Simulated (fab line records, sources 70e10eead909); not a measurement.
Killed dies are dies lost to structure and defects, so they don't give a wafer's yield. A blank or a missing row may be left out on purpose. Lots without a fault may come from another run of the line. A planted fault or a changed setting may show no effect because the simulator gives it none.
fab line records | flow nand_harc
record lots=13 wafers=39 last_day=33
route steps=1302 shown P_GATE@187 END@1302
lots that met no fault: from a run of the same line without faults
start_h: hours from the record's first day to the start of the lot's first wafer shown | wait_h: hours since the lot's step before | " the same as in the row above | L1.1+2: a row that stands for several wafers | - no value, or no start given | * or withheld: withheld | < > ~ a bound
route shown NAME@n: a module of which the file shows steps, and the number in the route of the first | usual: mean/standard deviation of fault-free wafers | same: alike in all rows | chamber/n: place in a boat | sites: the reading at each site | _std_site: their standard deviation | _edge_site: outer sites' mean less inner sites' | radius_mm: how far each site lies from the wafer's centre | mask NAME#n: copy n | behind: the tool/chamber that last shaped the wafer | hold: why the lot was held/for how many hours/how that ended | device: the transistor (n, p or np) that didn't switch | end of line: the same wafers' tests at the end of the route | a step without rows: its recipe alone | killed: dies lost to structure and defects at the first sort, not the wafer's yield | map: a wafer's dies, x killed, . not, _ none there
set.NAME: the setting as run; set.NAME@STEP: as run at that earlier step | model.NAME: the simulator's own value behind a step, which no gauge read
steps of the route over a sample of lots; a table a step, a row a wafer
services: from which hour (start_h, from the record's first day; less than 0 if before it) a tool's chamber was out of use, for how many hours, and why
## steps
# step NHARC_P_GATE_DESCUM_61
# recipe time_s=3 o2_flow_sccm=200 ar_flow_sccm=0 bias_power_w=0 chemistry=O2
# usual drypump_motor_current_A=5.6/0.44 oes_product_au=0.994/0.0091 rf_vpp_V=57.9/0.86 showerhead_plenum_p_Torr=1.93/0.072 throttle_valve_pct=11.312/0.0087
# columns lot.wafer tool chamber start_h wait_h drypump_motor_current_A oes_product_au rf_hours_counter_h rf_vpp_V showerhead_plenum_p_Torr throttle_valve_pct
L906.3 rie_diel-04 3 118.55 - 5.4 1.004 8.0 57.4 1.94 11.316
L906.4 " 1 " " 6.2 1.010 8.2 57.0 1.86 11.305
L906.6 " 0 " " 5.8 1.011 - 57.4 1.92 11.303
L907.2 rie_diel-02 1 135.19 - 6.3 0.999 4.3 58.4 1.89 11.316
L907.1 " 2 " " 5.4 0.995 4.8 57.4 1.97 11.314
L907.6 " 1 " " 6.3 0.990 - 59.0 1.89 11.297
L909.4 rie_diel-09 2 155.99 - 4.8 1.005 0.1 58.3 1.89 11.314
L909.3 " 0 " " 5.8 0.985 0.1 57.8 1.86 11.317
L909.5 " 3 " " 5.1 0.999 - 56.6 1.83 11.304
L910.2 rie_diel-02 0 156.71 - 5.5 0.992 5.7 58.4 2.03 11.295
L910.4 " 2 " " 5.4 0.998 5.8 59.0 1.97 11.304
L910.5 " 1 " " 6.3 1.007 - 58.6 1.89 11.310
L911.1 rie_diel-02 3 166.41 - 5.2 0.986 5.9 59.0 2.00 11.314
L911.3 " 1 " " 6.4 0.983 5.8 57.9 1.89 11.290
L911.2 " 2 " " 5.4 0.986 5.9 58.2 1.97 11.304
L913.3 rie_diel-09 3 191.11 - 5.1 0.980 2.0 57.2 1.83 11.312
L913.4 " 1 " " 5.8 0.984 2.7 58.1 2.03 11.297
L913.5 " 2 " " 4.8 0.990 - 58.1 1.89 11.325
L914.4 rie_diel-09 3 205.25 - 5.0 0.987 2.3 56.8 1.83 11.306
L914.3 " 0 " " 5.7 0.978 2.7 56.9 1.85 11.317
L914.6 " 1 " " 5.9 0.988 - 58.6 2.02 11.308
L915.2 rie_diel-02 1 210.39 - 6.3 0.997 7.5 58.1 1.89 11.324
L915.4 " 0 " " 5.5 1.001 7.8 58.6 2.02 11.311
L915.6 " 1 " " 6.3 0.988 - 57.6 1.89 11.310
L917.4 rie_diel-02 0 228.74 - 5.5 0.994 0 59.3 2.03 11.305
L917.2 " 1 " " 6.4 0.985 0 58.1 1.89 11.324
L917.1 " 2 " " 5.4 0.985 0 57.3 1.97 11.321
L919.3 rie_diel-09 3 259.19 - 5.1 0.996 5.5 57.9 1.83 11.316
L919.4 " 1 " " 5.8 0.986 5.3 57.5 2.02 11.310
L919.5 " 0 " " 5.8 0.979 - 57.6 1.85 11.320
L920.3 rie_diel-02 2 261.91 - 5.4 1.000 2.3 57.7 1.97 11.322
L920.1 " 3 " " 5.2 0.987 2.8 57.4 2.00 11.302
L920.5 " 1 " " 6.4 0.999 - 58.2 1.89 11.322
L922.2 rie_diel-02 3 277.56 - 5.2 0.990 3.8 58.6 2.00 11.318
L922.4 " 0 " " 5.5 0.984 3.8 58.6 2.02 11.310
L922.1 " 1 " " 6.3 0.992 2.9 58.3 1.89 11.315
L928.3 rie_diel-02 2 337.17 - 5.4 0.994 4.6 58.5 1.97 11.311
L928.2 " 3 " " 5.2 0.996 6.3 59.5 2.00 11.295
L928.5 " 1 " " 6.3 0.990 - 56.1 1.89 11.308
# step NHARC_P_GATE_CD_MEAS_91
# recipe target_cd_nm=2000 landing_energy_ev=500
# usual cd_nm=2000.8/1.9
# columns lot.wafer tool chamber start_h wait_h cd_nm
L906.3 cd_sem-01 0 120.11 - 2002.1
L906.4 " 0 " " 2000.2
L906.6 " 0 " " 2000.3
L907.1 cd_sem-02 0 136.61 - 2001.8
L907.2 " 0 " " 1999.1
L907.6 " 0 " " 2002.1
L909.3 cd_sem-03 0 157.85 - 2001.1
L909.4 " 0 " " 2001.0
L909.5 " 0 " " 2002.8
L910.2 cd_sem-03 0 158.26 - 1998.5
L910.4 " 0 " " 2000.6
L910.5 " 0 " " 1998.4
L911.1 cd_sem-02 0 167.83 - 1996.0
L911.2 " 0 " " 2000.1
L911.3 " 0 " " 1999.2
L913.3 cd_sem-02 0 192.66 - 2003.1
L913.4 " 0 " " 2000.1
L913.5 " 0 " " 2004.5
L914.3 cd_sem-02 0 206.84 - 2002.4
L914.4 " 0 " " 1999.7
L914.6 " 0 " " 2002.9
L915.2 cd_sem-01 0 211.82 - 1998.4
L915.4 " 0 " " 1999.5
L915.6 " 0 " " 2000.2
L917.1 cd_sem-03 0 230.17 - 2002.1
L917.2 " 0 " " 1998.1
L917.4 " 0 " " 1999.1
L919.3 cd_sem-02 0 260.76 - 2000.3
L919.4 " 0 " " 2000.5
L919.5 " 0 " " 2001.0
L920.1 cd_sem-02 0 263.44 - 2003.7
L920.3 " 0 " " 2000.9
L920.5 " 0 " " 2001.9
L922.1 cd_sem-02 0 279.11 - 1999.8
L922.2 " 0 " " 1999.3
L922.4 " 0 " " 1998.7
L928.2 cd_sem-01 0 338.71 - 1999.0
L928.3 " 0 " " 2001.7
L928.5 " 0 " " 1997.9
# step NHARC_P_GATE_STRIP_95
# recipe power_w=1500 temp_c=250 chemistry=O2
# usual drypump_motor_current_A=5.6/0.38 heater_power_w=353/10
# columns lot.wafer tool chamber start_h wait_h drypump_motor_current_A heater_power_w rf_hours_counter_h
L906.4 plasma_asher-01 1 121.37 0.4 5.5 335 -
L906.3 " 0 " " 5.0 377 -
L906.6 " 1 " " 5.5 345 -
L907.2 plasma_asher-01 0 137.85 0.6 5.0 379 28
L907.1 " 1 " " 5.4 343 28
L907.6 " 1 " " 5.5 339 -
L909.4 plasma_asher-01 1 159.10 0.4 5.5 347 -
L909.3 " 0 " " 5.0 374 -
L909.5 " 1 " " 5.5 337 -
L910.2 plasma_asher-02 1 159.49 0.5 6.1 357 16
L910.4 " 1 " " 6.1 356 -
L910.5 " 0 " " 5.8 353 -
L911.1 plasma_asher-02 1 169.08 0.6 6.1 360 18
L911.2 " 0 " " 5.8 358 18
L911.3 " 1 " " 6.1 359 -
L913.3 plasma_asher-02 0 193.92 0.4 5.8 353 -
L913.4 " 1 " " 6.1 359 -
L913.5 " 0 " " 5.8 348 -
L914.4 plasma_asher-02 1 208.11 0.4 6.1 369 -
L914.3 " 0 " " 5.8 355 -
L914.6 " 0 " " 5.8 354 -
L915.2 plasma_asher-02 0 213.06 0.5 5.7 363 27
L915.4 " 1 " " 6.0 364 -
L915.6 " 0 " " 5.8 353 -
L917.1 plasma_asher-02 0 231.42 0.6 5.8 361 37
L917.2 " 1 " " 6.1 357 37
L917.4 " 0 " " 5.8 346 -
L919.4 plasma_asher-02 0 262.03 0.4 5.8 357 -
L919.3 " 1 " " 6.1 359 -
L919.5 " 1 " " 6.1 352 -
L920.1 plasma_asher-02 1 264.68 0.6 6.1 358 3
L920.3 " 1 " " 6.1 364 -
L920.5 " 1 " " 6.1 356 -
L922.2 plasma_asher-01 1 280.36 0.6 5.5 347 17
L922.1 " 0 " " 5.0 342 17
L922.4 " 0 " " 5.0 348 -
L928.2 plasma_asher-01 1 339.97 0.5 5.5 346 29
L928.3 " 1 " " 5.5 339 -
L928.5 " 1 " " 5.5 339 -
# step NHARC_P_GATE_RTA_80
# recipe temp_c=300 time_s=30
# usual anneal_temp_c_max=301.4/0.38 lamp_power_pct=1.94/0.19 wafer_temp_C_max=301.12/0.28
# columns lot.wafer tool chamber start_h wait_h anneal_temp_c_max lamp_power_pct wafer_temp_C_max
L906.3 rtp_anneal-01 0 122.57 - 301.2 1.75 301.54
L906.4 " 0 " " 301.0 1.75 301.40
L906.6 " 0 " " 301.0 1.75 301.51
L907.1 rtp_anneal-02 0 139.02 - 301.3 2.13 301.23
L907.2 " 0 " " 301.1 2.13 300.84
L907.6 " 0 " " 301.4 2.13 301.21
L909.3 rtp_anneal-01 0 160.41 - 301.8 1.75 301.30
L909.4 " 0 " " 301.5 1.75 301.25
L909.5 " 0 " " 300.9 1.75 301.07
L910.2 rtp_anneal-01 0 160.67 - 300.9 1.75 301.14
L910.4 " 0 " " 301.1 1.75 300.98
L910.5 " 0 " " 301.8 1.75 301.43
L911.1 rtp_anneal-02 0 170.27 - 301.4 2.13 301.00
L911.2 " 0 " " 301.8 2.13 301.27
L911.3 " 0 " " 302.0 2.13 301.22
L913.3 rtp_anneal-02 0 195.21 - 301.3 2.13 301.44
L913.4 " 0 " " 301.6 2.13 301.25
L913.5 " 0 " " 302.4 2.13 300.79
L914.3 rtp_anneal-02 0 209.32 - 301.8 2.13 300.89
L914.4 " 0 " " 301.4 2.13 300.94
L914.6 " 0 " " 301.5 2.13 300.64
L915.2 rtp_anneal-01 0 214.30 - 301.2 1.75 301.34
L915.4 " 0 " " 301.9 1.75 300.95
L915.6 " 0 " " 301.5 1.76 301.02
L917.1 rtp_anneal-02 0 232.58 - 301.3 2.13 301.24
L917.2 " 0 " " 300.9 2.13 301.10
L917.4 " 0 " " 301.6 2.13 300.79
L919.3 rtp_anneal-01 - 263.24 - - - -
L919.4 " - " " - - -
L919.5 " - " " - - -
L920.1 rtp_anneal-01 - 265.86 - - - -
L920.3 " - " " - - -
L920.5 " - " " - - -
L922.1 rtp_anneal-02 0 281.52 - 301.4 2.13 301.40
L922.2 " 0 " " 301.5 2.13 301.09
L922.4 " 0 " " 301.3 2.13 300.81
L928.2 rtp_anneal-02 0 341.15 - 301.1 2.13 300.51
L928.3 " 0 " " 301.6 2.13 301.14
L928.5 " 0 " " 301.7 2.13 300.54
# step NHARC_END_SORT_01
# recipe temp_c=25
# usual killed_at_array=54/21 killed_at_other=1.0/1.2 killed_at_periphery=3.6/2.6 killed_dies=58/20 killed_open=3.3/1.9 killed_short=2.6/1.5
# same gross_dies=677
# columns lot.wafer tool chamber start_h wait_h hold killed_at_array killed_at_other killed_at_periphery killed_dies killed_open killed_short
L907.1 prober-01 0 587.00 2.5 - 26 0 0 26 5 4
L907.2 prober-01 0 587.79 2.8 - 20 0 0 20 5 2
L907.6 prober-01 0 590.97 4.0 - 27 0 2 29 4 6
L906.3 prober-02 0 588.60 3.1 - 74 0 2 76 4 2
L906.4 prober-02 0 589.39 3.4 - 86 0 4 90 5 3
L906.6 prober-02 0 590.98 4.0 - 69 1 4 74 4 5
L909.3 prober-02 0 603.03 3.1 - 51 0 2 53 1 3
L909.4 prober-02 0 603.84 3.4 - 41 2 5 48 3 5
L909.5 prober-02 0 604.64 3.7 - 47 3 6 56 5 6
L910.2 prober-01 0 603.34 2.8 - 87 0 2 89 2 3
L910.4 prober-01 0 604.95 3.4 - 87 0 1 88 1 3
L910.5 prober-01 0 605.75 3.7 - 93 0 4 97 5 3
L911.1 prober-02 0 609.27 2.5 - 23 0 9 32 4 4
L911.2 prober-02 0 610.07 2.8 - 32 1 10 43 4 1
L911.3 prober-02 0 610.87 3.1 - 24 3 6 33 5 2
L913.3 prober-02 0 636.32 3.1 - 35 1 7 43 5 2
L913.4 prober-02 0 637.11 3.4 - 51 0 3 54 3 2
L913.5 prober-02 0 637.90 3.7 - 49 0 6 55 2 5
L915.2 prober-01 0 660.58 2.8 - 35 2 3 40 8 3
L915.4 prober-01 0 662.17 3.4 - 36 2 4 42 4 1
L915.6 prober-01 0 663.76 4.0 - 37 2 3 42 4 3
L914.3 prober-01 0 677.60 3.1 - 81 2 3 86 3 2
L914.4 prober-01 0 678.39 3.4 - 81 1 4 86 7 1
L914.6 prober-01 0 679.97 4.0 - 64 1 5 70 5 2
L917.1 prober-02 0 687.41 2.5 - 20 0 3 23 3 0
L917.2 prober-02 0 688.22 2.8 - 24 1 8 33 2 3
L917.4 prober-02 0 689.84 3.4 - 22 0 6 28 6 5
L922.1 prober-01 0 714.35 2.5 - 41 0 3 44 2 2
L922.2 prober-01 0 715.16 2.8 - 42 1 4 47 4 2
L922.4 prober-01 0 716.79 3.5 - 44 2 4 50 1 3
L920.1 prober-02 0 722.01 2.5 await_dispo/3.3h/scrap 55 3 619 677 4 2
L920.3 prober-02 0 723.63 3.1 await_dispo/3.3h/scrap 28 3 646 677 1 2
L920.5 prober-02 0 725.25 3.7 await_dispo/3.3h/scrap 37 5 635 677 3 2
L919.3 prober-01 0 730.61 3.1 await_dispo/4.1h/scrap 93 0 584 677 5 2
L919.4 prober-01 0 731.40 3.4 await_dispo/4.1h/scrap 65 1 611 677 4 1
L919.5 prober-01 0 732.19 3.7 await_dispo/4.1h/scrap 73 1 603 677 4 4
L928.2 prober-02 0 789.06 2.8 - 75 3 3 81 0 3
L928.3 prober-02 0 789.86 3.1 - 81 2 2 85 3 5
L928.5 prober-02 0 791.48 3.7 - 50 0 5 55 2 1
# killed by level:class
L907.1 A_CHANNEL_HOLE_D2:chamber_film_flake=11 A_CONTACT:chamber_film_flake=3 A_DECK1_JOINT:geometric_particle:open=2 A_DECK1_JOINT:geometric_particle:short=2 A_ONON_D1:geometric_particle:short=1 A_CHANNEL_FILL_D1:geometric_particle:open=1 A_ONON_D2:geometric_particle:short=1 A_ONON_D2:geometric_particle:open=1
L907.2 A_CHANNEL_HOLE_D2:chamber_film_flake=6 A_CHANNEL_HOLE_D1:chamber_film_flake=3 A_M0:geometric_particle:open=2 A_CONTACT:chamber_film_flake=2 A_CHANNEL_FILL_D1:geometric_particle:open=1 A_ONON_D2:geometric_particle:short=1 A_ONON_D2:geometric_particle:open=1 A_WL_FILL:geometric_particle:open=1
L906.3 A_CHANNEL_HOLE_D1:chamber_film_flake=26 A_SLIT:chamber_film_flake=20 A_CHANNEL_HOLE_D2:chamber_film_flake=16 A_CONTACT:chamber_film_flake=3 P_M0:chamber_film_flake=2 A_STAIRCASE:chamber_film_flake=2 A_CHANNEL_FILL_D1:geometric_particle:open=1 A_DECK1_JOINT:geometric_particle:short=1
L906.4 A_CHANNEL_HOLE_D2:chamber_film_flake=33 A_CHANNEL_HOLE_D1:chamber_film_flake=30 A_SLIT:chamber_film_flake=15 A_CONTACT:chamber_film_flake=3 P_CONTACT:geometric_particle:open=1 P_M1:geometric_particle:short=1 P_BONDPAD:geometric_particle:open=1 A_ONON_D1:geometric_particle:short=1
L907.6 A_CHANNEL_HOLE_D2:chamber_film_flake=15 A_ONON_D1:geometric_particle:short=2 A_BLC:geometric_particle:open=2 P_M0:geometric_particle:short=1 A_SOURCE_PLATE:geometric_particle:open=1 A_DECK1_JOINT:geometric_particle:short=1 A_ONON_D2:geometric_particle:short=1 A_CONTACT:geometric_particle:open=1
L906.6 A_CHANNEL_HOLE_D2:chamber_film_flake=24 A_CHANNEL_HOLE_D1:chamber_film_flake=20 A_SLIT:chamber_film_flake=15 A_BLC:geometric_particle:short=2 A_CONTACT:chamber_film_flake=2 P_GATE:geometric_particle:open=1 P_CONTACT:geometric_particle:short=1 P_CONTACT:geometric_particle:open=1
L909.3 A_SLIT:chamber_film_flake=25 A_CHANNEL_HOLE_D2:chamber_film_flake=10 A_M0:chamber_film_flake=4 A_STAIRCASE:chamber_film_flake=3 A_CONTACT:chamber_film_flake=3 A_CHANNEL_HOLE_D1:chamber_film_flake=2 P_CONTACT:geometric_particle:open=1 A_DECK1_JOINT:geometric_particle:short=1
L910.2 A_CHANNEL_HOLE_D2:chamber_film_flake=31 A_CHANNEL_HOLE_D1:chamber_film_flake=24 A_SLIT:chamber_film_flake=22 A_STAIRCASE:chamber_film_flake=4 P_GATE:chamber_film_flake=2 A_SOURCE_PLATE:geometric_particle:short=1 A_CHANNEL_FILL_D1:geometric_particle:short=1 A_DECK1_JOINT:geometric_particle:open=1
L909.4 A_SLIT:chamber_film_flake=12 A_STAIRCASE:chamber_film_flake=7 A_CONTACT:chamber_film_flake=7 A_CHANNEL_HOLE_D2:chamber_film_flake=5 A_M0:chamber_film_flake=3 A_ONON_D1:geometric_particle:short=2 P_GATE:chamber_film_flake=2 P_M0:geometric_particle:short=1
L909.5 A_SLIT:chamber_film_flake=16 A_CHANNEL_HOLE_D2:chamber_film_flake=7 A_CONTACT:chamber_film_flake=6 A_STAIRCASE:chamber_film_flake=4 THIN_TSV:chamber_film_flake=3 P_M0:geometric_particle:open=2 A_ONON_D1:geometric_particle:short=2 A_WL_FILL:geometric_particle:short=2
L910.4 A_SLIT:chamber_film_flake=26 A_CHANNEL_HOLE_D2:chamber_film_flake=24 A_CHANNEL_HOLE_D1:chamber_film_flake=24 A_STAIRCASE:chamber_film_flake=5 A_DECK1_JOINT:geometric_particle:short=2 A_DECK1_JOINT:chamber_film_flake=2 A_CONTACT:chamber_film_flake=2 A_ONON_D1:geometric_particle:open=1
L910.5 A_CHANNEL_HOLE_D1:chamber_film_flake=31 A_SLIT:chamber_film_flake=28 A_CHANNEL_HOLE_D2:chamber_film_flake=22 A_WL_FILL:geometric_particle:short=2 P_GATE:chamber_film_flake=2 A_DECK1_JOINT:chamber_film_flake=2 A_STAIRCASE:chamber_film_flake=2 P_M0:geometric_particle:open=1
L911.1 P_GATE:chamber_film_flake=5 A_CHANNEL_HOLE_D1:chamber_film_flake=4 A_CHANNEL_HOLE_D2:chamber_film_flake=4 A_STAIRCASE:chamber_film_flake=3 A_CONTACT:chamber_film_flake=3 P_M1:chamber_film_flake=2 A_WL_FILL:chamber_film_flake=2 P_CONTACT:geometric_particle:open=1
L911.2 A_CHANNEL_HOLE_D2:chamber_film_flake=17 P_GATE:chamber_film_flake=6 A_CONTACT:chamber_film_flake=5 P_M1:chamber_film_flake=3 A_DECK1_JOINT:chamber_film_flake=3 A_STAIRCASE:chamber_film_flake=2 P_M0:geometric_particle:open=1 A_CHANNEL_HOLE_D1:geometric_particle:open=1
L911.3 A_CHANNEL_HOLE_D2:chamber_film_flake=10 P_GATE:chamber_film_flake=5 A_CHANNEL_HOLE_D1:chamber_film_flake=4 THIN_TSV:chamber_film_flake=3 A_CHANNEL_HOLE_D1:geometric_particle:open=1 A_CHANNEL_FILL_D1:geometric_particle:open=1 A_DECK1_JOINT:geometric_particle:open=1 A_ONON_D2:geometric_particle:open=1
L913.3 A_SLIT:chamber_film_flake=13 A_CHANNEL_HOLE_D2:chamber_film_flake=8 P_GATE:chamber_film_flake=5 A_BONDPAD:chamber_film_flake=3 P_M0:geometric_particle:open=2 A_CHANNEL_FILL_D2:geometric_particle:open=2 A_CHANNEL_HOLE_D1:chamber_film_flake=2 A_CONTACT:chamber_film_flake=2
L913.4 A_SLIT:chamber_film_flake=31 A_CHANNEL_HOLE_D2:chamber_film_flake=6 A_CONTACT:chamber_film_flake=4 P_GATE:chamber_film_flake=3 A_WL_FILL:geometric_particle:short=2 A_BONDPAD:chamber_film_flake=2 A_ONON_D2:geometric_particle:open=1 A_WL_FILL:geometric_particle:open=1
L913.5 A_SLIT:chamber_film_flake=17 A_CHANNEL_HOLE_D2:chamber_film_flake=17 P_GATE:chamber_film_flake=5 A_CHANNEL_HOLE_D1:chamber_film_flake=3 A_CONTACT:chamber_film_flake=3 A_ONON_D1:geometric_particle:short=2 A_BLC:geometric_particle:short=2 A_STAIRCASE:chamber_film_flake=2
L915.2 A_CHANNEL_HOLE_D1:chamber_film_flake=10 A_CONTACT:chamber_film_flake=6 A_M0:geometric_particle:open=3 A_CHANNEL_HOLE_D2:unspecified=3 A_SLIT:chamber_film_flake=3 A_ONON_D2:geometric_particle:open=2 P_GATE:chamber_film_flake=2 THIN_TSV:chamber_film_flake=2
L915.4 A_CHANNEL_HOLE_D1:chamber_film_flake=13 A_CONTACT:chamber_film_flake=12 A_STAIRCASE:chamber_film_flake=2 THIN_TSV:chamber_film_flake=2 P_GATE:geometric_particle:open=1 P_M0:geometric_particle:open=1 A_DECK1_JOINT:geometric_particle:short=1 A_ONON_D2:geometric_particle:open=1
L915.6 A_CHANNEL_HOLE_D1:chamber_film_flake=12 A_CONTACT:chamber_film_flake=6 A_STAIRCASE:chamber_film_flake=3 A_SLIT:chamber_film_flake=3 P_ZERO_WELL:chamber_film_flake=2 A_ZERO_WELL:chamber_film_flake=2 A_CHANNEL_HOLE_D2:chamber_film_flake=2 P_GATE:geometric_particle:short=1
L914.3 A_SLIT:chamber_film_flake=32 A_CHANNEL_HOLE_D1:chamber_film_flake=28 A_CHANNEL_HOLE_D2:chamber_film_flake=12 A_BLC:geometric_particle:open=2 P_ZERO_WELL:chamber_film_flake=2 A_STAIRCASE:chamber_film_flake=2 HYBRID_BOND:chamber_film_flake=2 P_STI:geometric_particle:short=1
L914.4 A_CHANNEL_HOLE_D1:chamber_film_flake=33 A_SLIT:chamber_film_flake=18 A_CHANNEL_HOLE_D2:chamber_film_flake=15 A_CONTACT:chamber_film_flake=4 A_DECK1_JOINT:chamber_film_flake=3 A_M1:geometric_particle:open=2 A_M1:chamber_film_flake=2 P_STI:geometric_particle:open=1
L914.6 A_CHANNEL_HOLE_D1:chamber_film_flake=28 A_SLIT:chamber_film_flake=15 A_CHANNEL_HOLE_D2:chamber_film_flake=6 P_ZERO_WELL:chamber_film_flake=3 A_DECK1_JOINT:chamber_film_flake=3 A_M1:chamber_film_flake=3 P_CONTACT:geometric_particle:open=2 A_STAIRCASE:chamber_film_flake=2
L917.1 A_STAIRCASE:chamber_film_flake=4 A_WL_FILL:chamber_film_flake=4 A_CHANNEL_HOLE_D1:chamber_film_flake=3 A_CHANNEL_FILL_D2:chamber_film_flake=3 P_STI:chamber_film_flake=2 P_M0:geometric_particle:open=1 A_WL_FILL:geometric_particle:open=1 A_BLC:geometric_particle:open=1
L917.2 P_GATE:chamber_film_flake=6 A_CHANNEL_HOLE_D1:chamber_film_flake=6 A_CONTACT:chamber_film_flake=3 P_STI:chamber_film_flake=2 A_CHANNEL_HOLE_D2:chamber_film_flake=2 A_CHANNEL_FILL_D2:chamber_film_flake=2 A_WL_FILL:chamber_film_flake=2 A_M1:chamber_film_flake=2
L917.4 A_WL_FILL:chamber_film_flake=5 A_ONON_D2:geometric_particle:short=3 P_GATE:chamber_film_flake=3 A_CHANNEL_HOLE_D1:chamber_film_flake=3 A_SLIT:chamber_film_flake=3 P_CONTACT:geometric_particle:open=2 P_M1:geometric_particle:short=1 A_ONON_D1:geometric_particle:open=1
L922.1 A_CHANNEL_HOLE_D1:chamber_film_flake=29 A_CHANNEL_FILL_D1:chamber_film_flake=3 P_M1:chamber_film_flake=2 A_CONTACT:chamber_film_flake=2 A_CHANNEL_FILL_D1:geometric_particle:short=1 A_DECK1_JOINT:geometric_particle:open=1 A_CHANNEL_FILL_D2:geometric_particle:open=1 A_CHANNEL_FILL_D2:geometric_particle:short=1
L922.2 A_CHANNEL_HOLE_D1:chamber_film_flake=27 A_CONTACT:chamber_film_flake=5 A_BLC:chamber_film_flake=3 P_ZERO_WELL:chamber_film_flake=2 A_WL_FILL:chamber_film_flake=2 P_M0:geometric_particle:open=1 A_ONON_D1:geometric_particle:short=1 A_DECK1_JOINT:geometric_particle:short=1
L922.4 A_CHANNEL_HOLE_D1:chamber_film_flake=29 A_CHANNEL_FILL_D1:chamber_film_flake=3 P_ZERO_WELL:chamber_film_flake=2 P_M1:chamber_film_flake=2 A_SLIT:chamber_film_flake=2 A_CONTACT:chamber_film_flake=2 A_BLC:chamber_film_flake=2 THIN_TSV:chamber_film_flake=2
L920.1 P_GATE:area_rta=617 A_CHANNEL_HOLE_D2:chamber_film_flake=22 A_SLIT:chamber_film_flake=18 A_WL_FILL:chamber_film_flake=4 A_BLC:chamber_film_flake=3 THIN_TSV:chamber_film_flake=3 A_CHANNEL_FILL_D1:geometric_particle:open=2 P_M1:geometric_particle:open=1
L920.3 P_GATE:area_rta=642 A_SLIT:chamber_film_flake=10 A_CHANNEL_HOLE_D2:chamber_film_flake=10 A_CHANNEL_HOLE_D1:chamber_film_flake=3 P_GATE:chamber_film_flake=2 A_CONTACT:chamber_film_flake=2 THIN_TSV:chamber_film_flake=2 P_CONTACT:geometric_particle:short=1
L920.5 P_GATE:area_rta=635 A_SLIT:chamber_film_flake=17 A_CONTACT:chamber_film_flake=9 A_CHANNEL_HOLE_D2:chamber_film_flake=5 THIN_TSV:chamber_film_flake=4 A_CHANNEL_HOLE_D1:geometric_particle:open=1 A_CHANNEL_FILL_D1:geometric_particle:short=1 A_DECK1_JOINT:geometric_particle:short=1
L919.3 P_GATE:area_rta=580 A_CHANNEL_HOLE_D1:chamber_film_flake=40 A_SLIT:chamber_film_flake=36 A_CONTACT:chamber_film_flake=5 A_ONON_D1:geometric_particle:open=3 A_CHANNEL_FILL_D1:chamber_film_flake=3 P_BONDPAD:chamber_film_flake=2 P_CONTACT:geometric_particle:short=1
L919.4 P_GATE:area_rta=611 A_CHANNEL_HOLE_D1:chamber_film_flake=31 A_SLIT:chamber_film_flake=16 A_CHANNEL_HOLE_D2:chamber_film_flake=5 A_CONTACT:chamber_film_flake=4 A_BLC:geometric_particle:open=2 A_CHANNEL_FILL_D1:chamber_film_flake=2 A_DECK1_JOINT:chamber_film_flake=2
L919.5 P_GATE:area_rta=596 A_SLIT:chamber_film_flake=27 A_CHANNEL_HOLE_D1:chamber_film_flake=24 A_CONTACT:chamber_film_flake=10 P_BONDPAD:chamber_film_flake=3 A_CHANNEL_HOLE_D2:chamber_film_flake=3 P_CONTACT:chamber_film_flake=2 P_GATE:geometric_particle:open=1
L928.2 A_CHANNEL_HOLE_D2:chamber_film_flake=35 A_CHANNEL_HOLE_D1:chamber_film_flake=12 A_SLIT:chamber_film_flake=12 A_CONTACT:chamber_film_flake=10 THIN_TSV:chamber_film_flake=3 P_M1:chamber_film_flake=2 A_STAIRCASE:chamber_film_flake=2 P_M0:geometric_particle:short=1
L928.3 A_CHANNEL_HOLE_D2:chamber_film_flake=35 A_SLIT:chamber_film_flake=20 A_CONTACT:chamber_film_flake=11 A_CHANNEL_HOLE_D1:chamber_film_flake=3 A_CHANNEL_HOLE_D1:geometric_particle:short=2 A_STAIRCASE:chamber_film_flake=2 P_CONTACT:geometric_particle:open=1 A_DECK1_JOINT:geometric_particle:open=1
L928.5 A_SLIT:chamber_film_flake=13 A_CONTACT:chamber_film_flake=11 A_CHANNEL_HOLE_D2:chamber_film_flake=10 A_CHANNEL_HOLE_D1:chamber_film_flake=8 A_STAIRCASE:chamber_film_flake=4 P_M1:chamber_film_flake=2 P_M2:geometric_particle:short=1 A_CHANNEL_HOLE_D1:geometric_particle:open=1
## services
# columns tool chamber start_h hours kind
rie_diel-02 0 97.70 - clean
rie_diel-02 1 97.70 - clean
rie_diel-02 2 97.70 - clean
rie_diel-02 3 97.70 - clean
plasma_asher-01 - 107.29 3.2 repair
rie_diel-02 0 122.20 - clean
rie_diel-02 1 122.20 - clean
rie_diel-02 2 122.20 - clean
rie_diel-02 3 122.20 - clean
rie_diel-09 - 143.10 9.0 pm
plasma_asher-01 - 165.00 9.0 pm
rie_diel-02 2 175.33 5.0 repair
rie_diel-04 - 177.97 9.0 pm
rie_diel-09 - 208.35 5.2 repair
plasma_asher-01 - 208.77 18.5 repair
rie_diel-02 - 216.70 9.0 pm
plasma_asher-01 - 248.91 2.0 repair
plasma_asher-02 - 249.00 9.0 pm
rie_diel-04 2 272.85 2.9 repair
rie_diel-02 2 284.47 4.8 repair
rie_diel-02 - 304.69 0.1 repair
rie_diel-09 - 320.10 9.0 pm
rie_diel-04 3 323.75 3.1 repair
rie_diel-04 1 340.13 6.8 repair
## key
first_sign step=NHARC_P_GATE_RTA_80 reading=tool_record direction=missing
effect step=NHARC_END_SORT_01 reading=killed_at_periphery direction=up sigmas=99+ usual=3.6 struck=616.3
more_kills_born_at NHARC_P_GATE_RTA_80@rtp_anneal-01=3681
met_at NHARC_P_GATE_RTA_80
struck_lots L919,L920
later_rows_left_out L919.3,L919.4,L919.5,L920.1,L920.3,L920.5
tester_left_out L919,L920
not_acting_at NHARC_P_GATE_DESCUM_61,NHARC_P_GATE_CD_MEAS_91,NHARC_P_GATE_STRIP_95
onset_between 214.30 263.24
fault kind=skipped_step_whole tool=rtp_anneal-01 chamber=- onset_h=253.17 steps=NHARC_P_GATE_RTA_80 scope=struck_lots_only
# tester_left_out: of these lots the tester's yield and bins aren't shown, on N5 and GAA mostly nor the transistor test; their killed dies are dies lost to structure and defects alone, not to doping, threshold or leakage, so they don't give the yield
# later_rows_left_out: the simulator's readings of these wafers behind a module that went badly wrong aren't trusted and aren't shown, but for the sort
